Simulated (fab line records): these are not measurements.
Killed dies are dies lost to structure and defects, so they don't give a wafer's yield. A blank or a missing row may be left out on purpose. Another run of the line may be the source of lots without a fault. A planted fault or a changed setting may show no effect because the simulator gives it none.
fab line records | flow nand-harc | part 1 of 2: steps 1 to 28 of 39
record: lots: 5 | wafers: 15 | last-day: 24
route steps=1159 shown A_STAIRCASE@694
lots that met no fault: from a run of the same line without faults
start-h: hours from the record's first day to the start of the lot's first wafer shown | wait-h: hours from the lot's prior step to this one | " the same as in the row above | L1.1+2: a row that stands for several wafers | - either no value or no given start | * or withheld: withheld | < > ~ a bound
route shown NAME@n: a module of which the file shows steps, and the number in the route of the first | usual: the fault-free wafers' mean and standard deviation | same: alike in all rows | chamber/n: place in a boat | sites: each site's reading | _std_site: the values' standard deviation | _edge_site: the outer-site mean with the inner-site mean subtracted | radius-mm: how far each site lies from the wafer's centre | mask NAME#n: copy n | behind: the most recent tool/chamber to have shaped the wafer | hold: what put the lot on hold/how long, in hours/how the hold closed | device: which transistor (n, p or np) failed to switch | end of line: tests of these same wafers at the route's end | for a step that has no rows: nothing shown but its recipe | killed: dies lost to structure and defects at the first sort, not the wafer's yield | map: shows each die of a wafer: x if killed, . if not, _ if none is there
set.NAME: the setting the step ran with; set.NAME@STEP: the setting that earlier step ran with | model.NAME: the simulator's own value behind a step, which no gauge read
lots seen at some steps along the route; tables by step, rows by wafer
services: when a tool's chamber went out of use (start-h, in hours from the record's first day, below 0 if earlier), for how many hours, and the reason
== steps ==
step: NHARC_A_STAIRCASE_STRIP_317
recipe: time-s: 900 | temp-c: 130 | chemistry: SPM
usual: bath-guard-temp-C: 130.0/0.55
lot.wafer | tool         | chamber | start-h | wait-h | bath-guard-temp-C
L074.1    | wet-bench-02 | 2       | 260.85  | -      | 129.7
L074.3    | "            | 4       | "       | "      | 129.5
L074.5    | "            | 5       | "       | "      | 130.5
L081.1    | wet-bench-05 | 0       | 303.24  | -      | 130.2
L081.3    | "            | 3       | "       | "      | 130.9
L081.2    | "            | 4       | "       | "      | 130.2
L083.5    | wet-bench-05 | 1       | 319.11  | -      | 129.0
L083.1    | "            | 2       | "       | "      | 129.3
L083.6    | "            | 6       | "       | "      | 130.1
L096.5    | wet-bench-02 | 7       | 394.21  | -      | 130.0
L096.6    | "            | 1       | "       | "      | 130.3
L096.2    | "            | 3       | "       | "      | 129.1
L097.4    | wet-bench-01 | 3       | 398.75  | -      | 129.3
L097.1    | "            | 5       | "       | "      | 130.3
L097.5    | "            | 7       | "       | "      | 130.2
step: NHARC_A_STAIRCASE_PRECLEAN_318
recipe: time-s: * | temp-c: 50 | bath-age-min: 0 | chemistry: SC1
usual: bath-guard-temp-C: 50.0/0.56 | h2o2-flow-mL-min: 56.60/0.17 | sc1-h2o2-end-mol-l: 0.3698/0.00065
lot.wafer | tool         | chamber | start-h | wait-h | bath-guard-temp-C | h2o2-flow-mL-min | sc1-h2o2-end-mol-l
L074.1    | wet-bench-02 | 2       | -       | -      | 49.6              | 57.06            | 0.3711
L074.3    | "            | 4       | "       | "      | 49.5              | 56.77            | 0.3698
L074.5    | "            | 5       | "       | "      | 50.6              | 56.32            | 0.3687
L081.1    | wet-bench-05 | 0       | -       | -      | 50.1              | 56.38            | 0.3695
L081.3    | "            | 3       | "       | "      | 51.0              | 56.37            | 0.3686
L081.2    | "            | 4       | "       | "      | 50.4              | 56.94            | 0.3690
L083.5    | wet-bench-05 | 1       | -       | -      | 49.1              | 56.61            | 0.3705
L083.1    | "            | 2       | "       | "      | 49.5              | 56.46            | 0.3698
L083.6    | "            | 6       | "       | "      | 50.1              | 56.49            | 0.3687
L096.5    | wet-bench-02 | 7       | -       | -      | 49.9              | 56.50            | 0.3700
L096.6    | "            | 1       | "       | "      | 50.4              | 56.63            | 0.3705
L096.2    | "            | 3       | "       | "      | 49.3              | 56.69            | 0.3690
L097.4    | wet-bench-01 | 3       | -       | -      | 49.1              | 56.70            | 0.3690
L097.1    | "            | 5       | "       | "      | 50.3              | 56.57            | 0.3706
L097.5    | "            | 7       | "       | "      | 50.1              | 56.65            | 0.3697
step: NHARC_A_STAIRCASE_SRD_329
lot.wafer  | tool         | chamber | start-h | wait-h
L074.1+3+5 | wet-bench-02 | 2,4,5   | -       | -
L081.1+3+2 | wet-bench-05 | 0,3,4   | -       | -
L083.5+1+6 | wet-bench-05 | 1,2,6   | -       | -
L096.5+6+2 | wet-bench-02 | 7,1,3   | -       | -
L097.4+1+5 | wet-bench-01 | 3,5,7   | -       | -
step: NHARC_A_STAIRCASE_ALD_415
recipe: target-thk-a: 300 | pulse-time-s: 6 | ald-cycles: 300 | temp-c: 300 | material: SiO2
usual: heater-power-w: 459/40 | precursor-pulse-height-rel: 0.998/0.02
same: pulse-time-s: 6
lot.wafer | tool      | chamber | start-h | wait-h | heater-power-w | precursor-pulse-height-rel
L074.3    | ald-hk-02 | 1       | 261.82  | 0.5    | 437            | 1.016
L074.1    | "         | 2       | "       | "      | 462            | 0.987
L074.5    | "         | 3       | "       | "      | 420            | 1.013
L081.3    | ald-hk-02 | 1       | 305.48  | 0.1    | 439            | 1.014
L081.2    | "         | 3       | "       | "      | 432            | 1.006
L081.1    | "         | 0       | "       | "      | 502            | 0.958
L083.1    | ald-hk-03 | 0       | 319.63  | 0.1    | 414            | 1.007
L083.5    | "         | 0       | "       | "      | 415            | 0.985
L083.6    | "         | 1       | "       | "      | 513            | 1.016
L096.2    | ald-hk-01 | 2       | 394.75  | 0.1    | 492            | 1.030
L096.6    | "         | 2       | "       | "      | 495            | 1.000
L096.5    | "         | 3       | "       | "      | 438            | 0.969
L097.1    | ald-hk-02 | 1       | 399.49  | 0.3    | 443            | 1.002
L097.4    | "         | 3       | "       | "      | 421            | 0.996
L097.5    | "         | 0       | "       | "      | 510            | 1.015
step: NHARC_A_STAIRCASE_ETCHBACK_416
recipe: target-depth-a: 360 | time-s: 7.2 | c4f8-flow-sccm: withheld | o2-flow-sccm: 8 | ar-flow-sccm: withheld | rf-w: 600 | bias-w: 800 | chemistry: C4F8/O2/Ar
usual: oes-product-au: 0.940/0.028 | rf-vpp-V: 722/4.9
lot.wafer | tool        | chamber | start-h | wait-h | oes-product-au | rf-hours-counter-h | rf-vpp-V
L074.3    | rie-diel-04 | 1       | -       | -      | 1.004          | 52                 | 719
L074.1    | "           | 2       | "       | "      | 0.987          | 55                 | 722
L074.5    | "           | 0       | "       | "      | 0.998          | -                  | 717
L081.1    | rie-diel-11 | 3       | -       | -      | 0.923          | 44                 | 729
L081.3    | "           | 1       | "       | "      | 0.938          | 46                 | 717
L081.2    | "           | 2       | "       | "      | 0.930          | 45                 | 728
L083.1    | rie-diel-11 | 2       | -       | -      | 0.931          | 49                 | 727
L083.5    | "           | 0       | "       | "      | 0.935          | -                  | 717
L083.6    | "           | 1       | "       | "      | 0.940          | -                  | 718
L096.2    | rie-diel-11 | 2       | -       | -      | 0.932          | 8                  | 728
L096.6    | "           | 3       | "       | "      | 0.928          | -                  | 728
L096.5    | "           | 0       | "       | "      | 0.929          | -                  | 731
L097.1    | rie-diel-12 | 0       | -       | -      | 0.917          | 4                  | 722
L097.4    | "           | 3       | "       | "      | 0.922          | 4                  | 727
L097.5    | "           | 1       | "       | "      | 0.926          | -                  | 719
step: NHARC_A_STAIRCASE_STRIP_476
recipe: time-s: 20 | o2-flow-sccm: 500 | ar-flow-sccm: 0 | bias-w: 0 | chemistry: O2
usual: drypump-motor-current-A: 5.5/0.53 | oes-product-au: 1.003/0.0065 | rf-vpp-V: 57.7/0.95 | showerhead-plenum-p-Torr: 3.51/0.17 | throttle-valve-pct: 17.037/0.0094
lot.wafer | tool        | chamber | start-h | wait-h | drypump-motor-current-A | oes-product-au | rf-hours-counter-h | rf-vpp-V | showerhead-plenum-p-Torr | throttle-valve-pct
L074.3    | rie-diel-04 | 0       | 263.56  | 0.1    | 5.0                     | 1.004          | 26                 | 57.4     | 3.33                     | 17.040
L074.1    | "           | 1       | "       | "      | 6.1                     | 0.994          | 52                 | 56.7     | 3.41                     | 17.024
L074.5    | "           | 1       | "       | "      | 6.2                     | 0.999          | -                  | 56.7     | 3.41                     | 17.054
L081.3    | rie-diel-11 | 1       | 307.66  | 0.1    | 6.4                     | 1.006          | 46                 | 56.7     | 3.36                     | 17.045
L081.2    | "           | 2       | "       | "      | 4.8                     | 1.006          | 45                 | 58.2     | 3.69                     | 17.031
L081.1    | "           | 0       | "       | "      | 5.1                     | 1.004          | 43                 | 58.1     | 3.30                     | 17.040
L083.1    | rie-diel-11 | 2       | 321.89  | 0.2    | 4.8                     | 1.004          | 50                 | 57.2     | 3.68                     | 17.039
L083.5    | "           | 2       | "       | "      | 4.8                     | 1.006          | -                  | 58.1     | 3.68                     | 17.029
L083.6    | "           | 3       | "       | "      | 5.9                     | 1.003          | -                  | 58.0     | 3.74                     | 17.038
L096.2    | rie-diel-11 | 1       | 396.94  | 0.1    | 6.4                     | 1.007          | 8                  | 57.1     | 3.34                     | 17.043
L096.5    | "           | 3       | "       | "      | 6.0                     | 1.005          | -                  | 58.2     | 3.73                     | 17.028
L096.6    | "           | 0       | "       | "      | 5.0                     | 1.006          | -                  | 57.5     | 3.80                     | 17.031
L097.1    | rie-diel-12 | 1       | 401.46  | 0.1    | 5.0                     | 0.984          | 4                  | 59.0     | 3.34                     | 17.022
L097.4    | "           | 2       | "       | "      | 5.8                     | 1.005          | 5                  | 57.3     | 3.50                     | 17.035
L097.5    | "           | 3       | "       | "      | 6.0                     | 1.004          | -                  | 58.7     | 3.63                     | 17.038
step: NHARC_A_STAIRCASE_DEP_417
recipe: target-thk-a: 600 | step-coverage-pct: 20 | temp-c: 400 | target-thk-nm: 60 | flow-sccm: 200 | rf-w: 450 | material: Si3N4
usual: heater-power-w: 737/87
lot.wafer | tool     | chamber | start-h | wait-h | heater-power-w
L074.3    | pecvd-04 | 0       | 263.70  | -      | 740
L074.1    | "        | 1       | "       | "      | 736
L074.5    | "        | 2       | "       | "      | 654
L081.2    | pecvd-01 | 0       | 307.75  | -      | 630
L081.3    | "        | 1       | "       | "      | 640
L081.1    | "        | 2       | "       | "      | 844
L083.1    | pecvd-03 | 2       | 322.03  | -      | 774
L083.6    | "        | 1       | "       | "      | 812
L083.5    | "        | 2       | "       | "      | 780
L096.2    | pecvd-04 | 1       | 397.08  | -      | 840
L096.5    | "        | 0       | "       | "      | 715
L096.6    | "        | 1       | "       | "      | 809
L097.1    | pecvd-04 | 1       | 401.64  | -      | 733
L097.4    | "        | 0       | "       | "      | 693
L097.5    | "        | 1       | "       | "      | 711
step: NHARC_A_STAIRCASE_WET_418
recipe: temp-c: 160 | target-depth-a: 200 | chemistry: H3PO4
usual: bath-guard-temp-C: 159.95/0.3
lot.wafer | tool         | chamber | start-h | wait-h | bath-guard-temp-C
L074.1    | wet-h3po4-02 | 0       | 264.44  | -      | 160.23
L074.3    | "            | 0       | "       | "      | 160.11
L074.5    | "            | 0       | "       | "      | 159.98
L081.1    | wet-h3po4-02 | 0       | 310.82  | -      | 159.71
L081.2    | "            | 0       | "       | "      | 160.27
L081.3    | "            | 0       | "       | "      | 160.00
L083.1    | wet-h3po4-01 | 0       | 322.89  | -      | 159.83
L083.5    | "            | 0       | "       | "      | 160.04
L083.6    | "            | 0       | "       | "      | 159.75
L096.2    | wet-h3po4-02 | 0       | 400.09  | -      | 160.22
L096.5    | "            | 0       | "       | "      | 159.59
L096.6    | "            | 0       | "       | "      | 159.98
L097.1    | wet-h3po4-01 | 0       | 404.61  | -      | 160.19
L097.4    | "            | 0       | "       | "      | 159.95
L097.5    | "            | 0       | "       | "      | 159.39
step: NHARC_A_STAIRCASE_PRECLEAN_419
recipe: time-s: * | temp-c: 50 | bath-age-min: 0 | chemistry: SC1
usual: bath-guard-temp-C: 49.9/0.58 | h2o2-flow-mL-min: 56.60/0.18 | sc1-h2o2-end-mol-l: 0.3699/0.0007
lot.wafer | tool         | chamber | start-h | wait-h | bath-guard-temp-C | h2o2-flow-mL-min | sc1-h2o2-end-mol-l
L074.5    | wet-bench-05 | 4       | 265.02  | 0.0    | 50.0              | 56.54            | 0.3696
L074.1    | "            | 5       | "       | "      | 49.6              | 56.93            | 0.3690
L074.3    | "            | 6       | "       | "      | 50.2              | 56.57            | 0.3696
L081.2    | wet-bench-01 | 5       | 311.39  | 0.0    | 49.9              | 56.42            | 0.3704
L081.3    | "            | 1       | "       | "      | 50.8              | 56.39            | 0.3704
L081.1    | "            | 2       | "       | "      | 51.3              | 56.76            | 0.3702
L083.6    | wet-bench-01 | 7       | 323.45  | 0.0    | 50.0              | 56.57            | 0.3702
L083.5    | "            | 1       | "       | "      | 50.9              | 56.72            | 0.3699
L083.1    | "            | 2       | "       | "      | 50.7              | 56.78            | 0.3702
L096.5    | wet-bench-02 | 3       | 400.68  | 0.0    | 49.2              | 56.72            | 0.3699
L096.6    | "            | 4       | "       | "      | 49.1              | 56.18            | 0.3706
L096.2    | "            | 5       | "       | "      | 50.5              | 56.64            | 0.3710
L097.1    | wet-bench-02 | 2       | 405.18  | 0.0    | 49.7              | 56.73            | 0.3704
L097.4    | "            | 4       | "       | "      | 49.1              | 56.75            | 0.3689
L097.5    | "            | 5       | "       | "      | 50.4              | 56.56            | 0.3715
step: NHARC_A_STAIRCASE_SRD_421
lot.wafer  | tool         | chamber | start-h | wait-h
L074.5+1+3 | wet-bench-05 | 4,5,6   | -       | -
L081.2+3+1 | wet-bench-01 | 5,1,2   | -       | -
L083.6+5+1 | wet-bench-01 | 7,1,2   | -       | -
L096.5+6+2 | wet-bench-02 | 3,4,5   | -       | -
L097.1+4+5 | wet-bench-02 | 2,4,5   | -       | -
step: NHARC_A_STAIRCASE_ALD_420
recipe: target-thk-a: 200 | pulse-time-s: 6 | ald-cycles: 200 | temp-c: 300 | material: SiO2
usual: heater-power-w: 457/38 | precursor-pulse-height-rel: 1.002/0.02
same: pulse-time-s: 6
lot.wafer | tool      | chamber | start-h | wait-h | heater-power-w | precursor-pulse-height-rel
L074.1    | ald-hk-03 | 0       | 265.32  | -      | 407            | 1.000
L074.3    | "         | 1       | "       | "      | 521            | 1.010
L074.5    | "         | 0       | "       | "      | 412            | 0.987
L081.2    | ald-hk-03 | 3       | 311.69  | -      | 449            | 0.984
L081.1    | "         | 0       | "       | "      | 413            | 0.998
L081.3    | "         | 1       | "       | "      | 531            | 0.976
L083.1    | ald-hk-01 | 2       | 324.68  | -      | 506            | 1.008
L083.6    | "         | 1       | "       | "      | 455            | 0.950
L083.5    | "         | 2       | "       | "      | 519            | 1.008
L096.2    | ald-hk-02 | 2       | 401.28  | -      | 436            | 1.020
L096.5    | "         | 3       | "       | "      | 429            | 1.001
L096.6    | "         | 0       | "       | "      | 517            | 1.008
L097.1    | ald-hk-03 | 2       | 405.33  | -      | 439            | 0.982
L097.4    | "         | 0       | "       | "      | 447            | 0.985
L097.5    | "         | 3       | "       | "      | 471            | 1.003
step: NHARC_A_STAIRCASE_CVD_552
recipe: target-thk-a: 400 | temp-c: 700 | pressure-mtorr: 300 | material: SiNx
usual: spike-tc-bottom-C: 720.4/1.4
lot.wafer | tool     | chamber | start-h | wait-h | spike-tc-bottom-C
L074.1    | lpcvd-02 | 1       | -       | -      | 718.8
L074.3    | "        | 1       | "       | "      | 718.1
L074.5    | "        | 1       | "       | "      | 718.5
L081.1    | lpcvd-02 | 1       | -       | -      | 717.0
L081.2    | "        | 1       | "       | "      | 720.3
L081.3    | "        | 1       | "       | "      | 719.2
L083.1    | lpcvd-02 | 1       | -       | -      | 719.2
L083.5    | "        | 1       | "       | "      | 719.2
L083.6    | "        | 1       | "       | "      | 720.3
L096.2    | lpcvd-01 | 0       | -       | -      | 720.3
L096.5    | "        | 0       | "       | "      | 719.8
L096.6    | "        | 0       | "       | "      | 721.3
L097.1    | lpcvd-01 | 0       | -       | -      | 720.4
L097.4    | "        | 0       | "       | "      | 719.3
L097.5    | "        | 0       | "       | "      | 719.4
step: NHARC_A_STAIRCASE_DEP_151
recipe: target-thk-a: 38000 | temp-c: 400 | target-thk-nm: 3800 | teos-flow-sccm: 200 | rf-w: 500 | material: SiO2
usual: heater-power-w: 675/100
lot.wafer | tool     | chamber | start-h | wait-h | heater-power-w
L074.1    | pecvd-01 | 0       | 273.48  | 0.4    | 639
L074.3    | "        | 2       | "       | "      | 699
L074.5    | "        | 2       | "       | "      | 687
L081.3    | pecvd-01 | 2       | 322.82  | 0.4    | 733
L081.1    | "        | 0       | "       | "      | 634
L081.2    | "        | 1       | "       | "      | 748
L083.1    | pecvd-04 | 2       | 333.55  | 0.6    | 739
L083.6    | "        | 1       | "       | "      | 678
L083.5    | "        | 2       | "       | "      | 599
L096.2    | pecvd-03 | 2       | 409.10  | 0.4    | 908
L096.6    | "        | 2       | "       | "      | 748
L096.5    | "        | 0       | "       | "      | 488
L097.1    | pecvd-04 | 0       | 413.61  | 0.4    | 762
L097.5    | "        | 1       | "       | "      | 672
L097.4    | "        | 2       | "       | "      | 603
step: NHARC_A_STAIRCASE_ANNEAL_320
recipe: temp-c: 750 | time-s: 1800
usual: spike-tc-bottom-C: 765/3.9
lot.wafer | tool       | chamber | start-h | wait-h | spike-tc-bottom-C
L074.1    | furnace-01 | 0       | 279.77  | -      | 765
L074.3    | "          | 0       | "       | "      | 762
L074.5    | "          | 0       | "       | "      | 765
L081.1    | furnace-01 | 0       | 326.63  | -      | 762
L081.2    | "          | 0       | "       | "      | 763
L081.3    | "          | 0       | "       | "      | 763
L083.1    | furnace-01 | 0       | 339.14  | -      | 765
L083.5    | "          | 0       | "       | "      | 764
L083.6    | "          | 0       | "       | "      | 764
L096.2    | furnace-04 | 0       | 420.51  | -      | 774
L096.5    | "          | 0       | "       | "      | 775
L096.6    | "          | 0       | "       | "      | 778
L097.1    | furnace-04 | 0       | 420.51  | -      | 775
L097.4    | "          | 0       | "       | "      | 777
L097.5    | "          | 0       | "       | "      | 773
step: NHARC_A_STAIRCASE_DEP_322
recipe: target-thk-a: 38000 | temp-c: 400 | target-thk-nm: 3800 | teos-flow-sccm: 200 | rf-w: 500 | material: SiO2
usual: heater-power-w: 670/95
lot.wafer | tool     | chamber | start-h | wait-h | heater-power-w
L074.3    | pecvd-01 | 0       | 283.13  | 0.1    | 680
L074.1    | "        | 2       | "       | "      | 690
L074.5    | "        | 0       | "       | "      | 539
L081.3    | pecvd-04 | 1       | 329.99  | 0.1    | 758
L081.1    | "        | 2       | "       | "      | 700
L081.2    | "        | 0       | "       | "      | 728
L083.1    | pecvd-03 | 0       | 342.78  | 0.3    | 630
L083.5    | "        | 0       | "       | "      | 479
L083.6    | "        | 1       | "       | "      | 665
L096.2    | pecvd-04 | 2       | 424.11  | 0.3    | 719
L096.6    | "        | 0       | "       | "      | 639
L096.5    | "        | 1       | "       | "      | 658
L097.1    | pecvd-04 | 0       | 424.49  | 0.6    | 766
L097.4    | "        | 0       | "       | "      | 644
L097.5    | "        | 1       | "       | "      | 682
step: NHARC_A_STAIRCASE_ANNEAL_323
recipe: temp-c: 750 | time-s: 1800
usual: spike-tc-bottom-C: 767/4
lot.wafer | tool       | chamber | start-h | wait-h | spike-tc-bottom-C
L074.1    | furnace-01 | 0       | 286.83  | -      | 764
L074.3    | "          | 0       | "       | "      | 764
L074.5    | "          | 0       | "       | "      | 764
L081.1    | furnace-01 | 0       | 336.22  | -      | 765
L081.2    | "          | 0       | "       | "      | 764
L081.3    | "          | 0       | "       | "      | 765
L083.1    | furnace-01 | 0       | 346.38  | -      | 763
L083.5    | "          | 0       | "       | "      | 762
L083.6    | "          | 0       | "       | "      | 765
L096.2    | furnace-01 | 0       | 430.43  | -      | 765
L096.5    | "          | 0       | "       | "      | 762
L096.6    | "          | 0       | "       | "      | 763
L097.1    | furnace-01 | 0       | 430.43  | -      | 765
L097.4    | "          | 0       | "       | "      | 761
L097.5    | "          | 0       | "       | "      | 763
step: NHARC_A_STAIRCASE_DEP_325
recipe: target-thk-a: 38000 | temp-c: 400 | target-thk-nm: 3800 | teos-flow-sccm: 200 | rf-w: 500 | material: SiO2
usual: heater-power-w: 673/91
lot.wafer | tool     | chamber | start-h | wait-h | heater-power-w
L074.3    | pecvd-03 | 1       | 290.21  | 0.1    | 671
L074.1    | "        | 0       | "       | "      | 585
L074.5    | "        | 2       | "       | "      | 718
L081.1    | pecvd-04 | 0       | 339.69  | 0.2    | 756
L081.3    | "        | 1       | "       | "      | 757
L081.2    | "        | 2       | "       | "      | 700
L083.1    | pecvd-01 | 0       | 349.95  | 0.3    | 571
L083.6    | "        | 2       | "       | "      | 696
L083.5    | "        | 0       | "       | "      | 532
L096.2    | pecvd-03 | 1       | 433.84  | 0.1    | 818
L096.5    | "        | 2       | "       | "      | 754
L096.6    | "        | 0       | "       | "      | 499
L097.1    | pecvd-01 | 2       | 433.85  | 0.1    | 776
L097.4    | "        | 0       | "       | "      | 583
L097.5    | "        | 2       | "       | "      | 638
step: NHARC_A_STAIRCASE_ANNEAL_326
recipe: temp-c: 750 | time-s: 1800
usual: spike-tc-bottom-C: 766/3.9
lot.wafer | tool       | chamber | start-h | wait-h | spike-tc-bottom-C
L074.1    | furnace-04 | 0       | 294.68  | -      | 776
L074.3    | "          | 0       | "       | "      | 774
L074.5    | "          | 0       | "       | "      | 775
L081.1    | furnace-01 | 0       | 343.38  | -      | 764
L081.2    | "          | 0       | "       | "      | 765
L081.3    | "          | 0       | "       | "      | 763
L083.1    | furnace-01 | 0       | 353.91  | -      | 766
L083.5    | "          | 0       | "       | "      | 762
L083.6    | "          | 0       | "       | "      | 765
L096.2    | furnace-05 | 0       | 438.34  | -      | 771
L096.5    | "          | 0       | "       | "      | 771
L096.6    | "          | 0       | "       | "      | 769
L097.1    | furnace-05 | 0       | 438.34  | 4.3    | 770
L097.4    | "          | 0       | "       | "      | 771
L097.5    | "          | 0       | "       | "      | 772
step: NHARC_A_STAIRCASE_DEHYDRATE_433
recipe: temp-c: 150 | time-s: 120
lot.wafer  | tool           | chamber | start-h | wait-h
L074.1+3+5 | litho-track-03 | 0       | 298.11  | 0.1
L081.1+2+3 | litho-track-05 | 0       | 346.76  | 0.1
L083.1+5+6 | litho-track-05 | 0       | 357.28  | 0.1
L097.1+4+5 | litho-track-05 | 0       | 441.71  | 0.1
L096.2+5+6 | litho-track-02 | 0       | 441.71  | 0.1
step: NHARC_A_STAIRCASE_HMDS_434
recipe: time-s: 30
lot.wafer  | tool           | chamber | start-h | wait-h
L074.1+3+5 | litho-track-03 | 0       | -       | -
L081.1+2+3 | litho-track-05 | 0       | -       | -
L083.1+5+6 | litho-track-05 | 0       | -       | -
L096.2+5+6 | litho-track-02 | 0       | -       | -
L097.1+4+5 | litho-track-05 | 0       | -       | -
step: NHARC_A_STAIRCASE_COAT_435
recipe: spin-rpm: 1200
lot.wafer  | tool           | chamber | start-h | wait-h
L074.1+3+5 | litho-track-03 | 0       | -       | -
L081.1+2+3 | litho-track-05 | 0       | -       | -
L083.1+5+6 | litho-track-05 | 0       | -       | -
L097.1+4+5 | litho-track-05 | 0       | -       | -
L096.2+5+6 | litho-track-02 | 0       | -       | -
step: NHARC_A_STAIRCASE_SOFTBAKE_436
recipe: temp-c: 135 | time-s: 170
lot.wafer  | tool           | chamber | start-h | wait-h
L074.1+3+5 | litho-track-03 | 0       | -       | -
L081.1+2+3 | litho-track-05 | 0       | -       | -
L083.1+5+6 | litho-track-05 | 0       | -       | -
L097.1+4+5 | litho-track-05 | 0       | -       | -
L096.2+5+6 | litho-track-02 | 0       | -       | -
step: NHARC_A_STAIRCASE_EBR_437
lot.wafer  | tool           | chamber | start-h | wait-h
L074.1+3+5 | litho-track-03 | 0       | -       | -
L081.1+2+3 | litho-track-05 | 0       | -       | -
L083.1+5+6 | litho-track-05 | 0       | -       | -
L097.1+4+5 | litho-track-05 | 0       | -       | -
L096.2+5+6 | litho-track-02 | 0       | -       | -
step: NHARC_A_STAIRCASE_EXPOSE_438
recipe: na: 0.5 | dose-mj: 28.97 | mask-id: STAIR_REV
same: na: 0.5
lot.wafer  | tool           | chamber | start-h | wait-h | mask
L074.1+3+5 | krf-scanner-03 | 0       | 298.58  | -      | STAIR_REV#0
L081.1+2+3 | krf-scanner-04 | 0       | 346.97  | -      | STAIR_REV#0
L083.1+5+6 | krf-scanner-04 | 0       | 357.62  | -      | STAIR_REV#0
L096.2+5+6 | krf-scanner-04 | 0       | 442.05  | -      | STAIR_REV#0
L097.1+4+5 | krf-scanner-04 | 0       | 442.08  | -      | STAIR_REV#0
step: NHARC_A_STAIRCASE_PEB_439
recipe: peb-temp-c: 115 | peb-time-s: 130
lot.wafer  | tool           | chamber | start-h | wait-h
L074.1+3+5 | litho-track-03 | 0       | 298.65  | 0.1
L081.1+2+3 | litho-track-02 | 0       | 347.04  | 0.1
L083.1+5+6 | litho-track-02 | 0       | 357.68  | 0.1
L096.2+5+6 | litho-track-02 | 0       | 442.11  | 0.1
L097.1+4+5 | litho-track-05 | 0       | 442.14  | 0.1
step: NHARC_A_STAIRCASE_DEVELOP_440
recipe: time-s: 140
lot.wafer  | tool           | chamber | start-h | wait-h
L074.1+3+5 | litho-track-03 | 0       | -       | -
L081.1+2+3 | litho-track-02 | 0       | -       | -
L083.1+5+6 | litho-track-02 | 0       | -       | -
L096.2+5+6 | litho-track-02 | 0       | -       | -
L097.1+4+5 | litho-track-05 | 0       | -       | -
step: NHARC_A_STAIRCASE_HARDBAKE_442
recipe: temp-c: 120 | time-s: 140
lot.wafer  | tool           | chamber | start-h | wait-h
L074.1+3+5 | litho-track-03 | 0       | 298.87  | -
L081.1+2+3 | litho-track-03 | 0       | 347.25  | -
L083.1+5+6 | litho-track-02 | 0       | 357.90  | -
L096.2+5+6 | litho-track-05 | 0       | 442.33  | -
L097.1+4+5 | litho-track-03 | 0       | 442.36  | -
step: NHARC_A_STAIRCASE_DESCUM_443
recipe: time-s: 3 | o2-flow-sccm: 200 | ar-flow-sccm: 0 | bias-power-w: 0 | chemistry: O2
usual: drypump-motor-current-A: 5.6/0.5 | oes-product-au: 0.999/0.007 | rf-vpp-V: 57.7/0.87 | showerhead-plenum-p-Torr: 1.90/0.091 | throttle-valve-pct: 11.310/0.0079
lot.wafer | tool        | chamber | start-h | wait-h | drypump-motor-current-A | oes-product-au | rf-hours-counter-h | rf-vpp-V | showerhead-plenum-p-Torr | throttle-valve-pct
L074.1    | rie-diel-11 | 0       | 298.97  | -      | 5.1                     | 1.005          | 40                 | 57.5     | 1.78                     | 11.325
L074.3    | "           | 1       | "       | "      | 6.3                     | 1.010          | 41                 | 57.4     | 1.81                     | 11.310
L074.5    | "           | 3       | "       | "      | 5.9                     | 1.000          | -                  | 57.9     | 2.04                     | 11.317
L081.3    | rie-diel-12 | 3       | 347.40  | -      | 5.9                     | 1.001          | 45                 | 57.4     | 1.98                     | 11.312
L081.2    | "           | 1       | "       | "      | 5.0                     | 0.994          | 45                 | 57.8     | 1.81                     | 11.319
L081.1    | "           | 2       | "       | "      | 5.8                     | 1.004          | 45                 | 58.0     | 1.91                     | 11.311
L083.1    | rie-diel-12 | 1       | 358.00  | -      | 5.0                     | 0.996          | 50                 | 57.6     | 1.81                     | 11.316
L083.6    | "           | 0       | "       | "      | 5.8                     | 0.998          | -                  | 56.6     | 1.90                     | 11.319
L083.5    | "           | 1       | "       | "      | 5.0                     | 0.994          | -                  | 59.4     | 1.81                     | 11.304
L096.2    | rie-diel-11 | 3       | 442.42  | -      | 5.9                     | 1.011          | 20                 | 57.8     | 2.03                     | 11.316
L096.5    | "           | 2       | "       | "      | 4.8                     | 1.002          | -                  | 58.2     | 1.99                     | 11.292
L096.6    | "           | 3       | "       | "      | 6.0                     | 1.012          | -                  | 58.1     | 2.03                     | 11.296
L097.1    | rie-diel-12 | 2       | 442.46  | -      | 5.8                     | 0.999          | 17                 | 58.1     | 1.90                     | 11.311
L097.4    | "           | 3       | "       | "      | 6.0                     | 0.992          | 16                 | 57.2     | 1.97                     | 11.316
L097.5    | "           | 2       | "       | "      | 5.7                     | 1.004          | -                  | 56.7     | 1.89                     | 11.314
